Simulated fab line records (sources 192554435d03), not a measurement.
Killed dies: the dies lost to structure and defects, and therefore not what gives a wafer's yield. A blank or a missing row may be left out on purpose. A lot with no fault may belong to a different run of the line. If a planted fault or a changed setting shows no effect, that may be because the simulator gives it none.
Code-filled problem report in 8D (eight disciplines) form :: flow n5Finfet :: the parts of the form that need people (team, actions taken, sign-off) are left out

== 1. WHAT WENT WRONG ==
killedAtFrontEnd at N5_PASSIVATION_PROBE_49 reads a mean of 122 on 6 wafers of 2 lots; wafers without a fault read 40 with a standard deviation of 11. Relative to the usual mean, that is a shift of +7.5 standard deviations.
First observed at day 16 09:35: wafer L452.1, on prober-01. Wafers with a number at this step in the record: 6, from 2 lots. The rule behind "out" and "out of limits": a value lying over 4 standard deviations away from the usual mean. All remaining wafers that have a number are taken as sound.

== 2. WHAT IT IS, AND WHAT IT ISN'T ==
question: which readings at this step
is: killedAtFrontEnd, defectLimitedYield, sort_bin_5_function, sortYieldPct
is not: killed_at_M0_to_M3, killed_at_M4_up, killedAtContacts, killedAtOther, killedShort

question: which lots
is: L452, L453
is not: -

question: which wafers of those lots
is: all that have a number
is not: -

question: read on which tools
is: prober-01
is not: -

question: when
is: from day 16 09:35
is not: up to then (0 sound wafers)

== 3. THE SUSPECTS, EACH WITH WHAT RULES IT OUT ==
Counting: a tool stays on the suspect list if, at a process step up to the reading, it processed all lots that are out and no sound lot following the first of them.
- rieDiel-04 at N5_PMOS_HMC_CHANNEL_EPI_STRIP_33 (strips in N2/H2): kept. It ran every lot that is out, first L452 (day 5 18:05), and no sound lot after that.
- prober-01 at N5_PASSIVATION_PROBE_49: kept. It ran every lot that is out, first L452 (day 16 09:35), and no sound lot after that. On those wafers its own readings are out: defectLimitedYield, killedAtFrontEnd, sort_bin_5_function, sortYieldPct.
The count leaves prober-01 at N5_PASSIVATION_PROBE_49 and rieDiel-04 at N5_PMOS_HMC_CHANNEL_EPI_STRIP_33.

== 4. THE CAUSE (what the simulator had put in) ==
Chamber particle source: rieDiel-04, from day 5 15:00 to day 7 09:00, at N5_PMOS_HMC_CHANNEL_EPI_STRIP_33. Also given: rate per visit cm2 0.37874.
This tool is one of the 2 suspects left after counting.

== 5. THE EFFECT CHAIN, in route order ==
One row per reading whose mean, taken over the struck wafers that have a number, lies over 3 standard deviations from the usual. Only readings for which the record gives a usual standard deviation are gone through. hours: the time from each lot's start at the first step in this table that gives one to its start at this step, as a median over the lots. sigmas: the change in usual standard deviations.
hours: 0
step: N5_PASSIVATION_PROBE_49
reading: defectLimitedYield
usual: 90.9 %
on struck wafers: 84.1
change: -6.8
sigmas: -5.2

hours: 0
step: N5_PASSIVATION_PROBE_49
reading: killedAtFrontEnd
usual: 40
on struck wafers: 122
change: +82
sigmas: +7.5

hours: 0
step: N5_PASSIVATION_PROBE_49
reading: killedDies
usual: 108
on struck wafers: 187
change: +79
sigmas: +4.9

hours: 0
step: N5_PASSIVATION_PROBE_49
reading: sort_bin_5_function
usual: 5.4 %
on struck wafers: 10.4
change: +5.0
sigmas: +5.6

hours: 0
step: N5_PASSIVATION_PROBE_49
reading: sortNPass
usual: 1072
on struck wafers: 993
change: -79
sigmas: -4.9

hours: 0
step: N5_PASSIVATION_PROBE_49
reading: sortYieldPct
usual: 90.9 %
on struck wafers: 84.1
change: -6.8
sigmas: -5.2
Here are the process steps it includes:
- N5_PASSIVATION_PROBE_49

== 6. HOW IT WOULD HAVE BEEN CAUGHT EARLIER ==
First out-of-limits reading in this record: day 16 09:35, which is 259 hours after fault onset at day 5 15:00.
No tool reading at N5_PMOS_HMC_CHANNEL_EPI_STRIP_33 that has a usual standard deviation in the record was out on any struck wafer, so an alarm limit of 4 standard deviations on those readings would not have fired.
By day 16 09:35 the whole set of lots that are out, 2 in number, had already begun N5_PMOS_HMC_CHANNEL_EPI_STRIP_33 on rieDiel-04. None of them would have been spared by holding the tool at that moment.
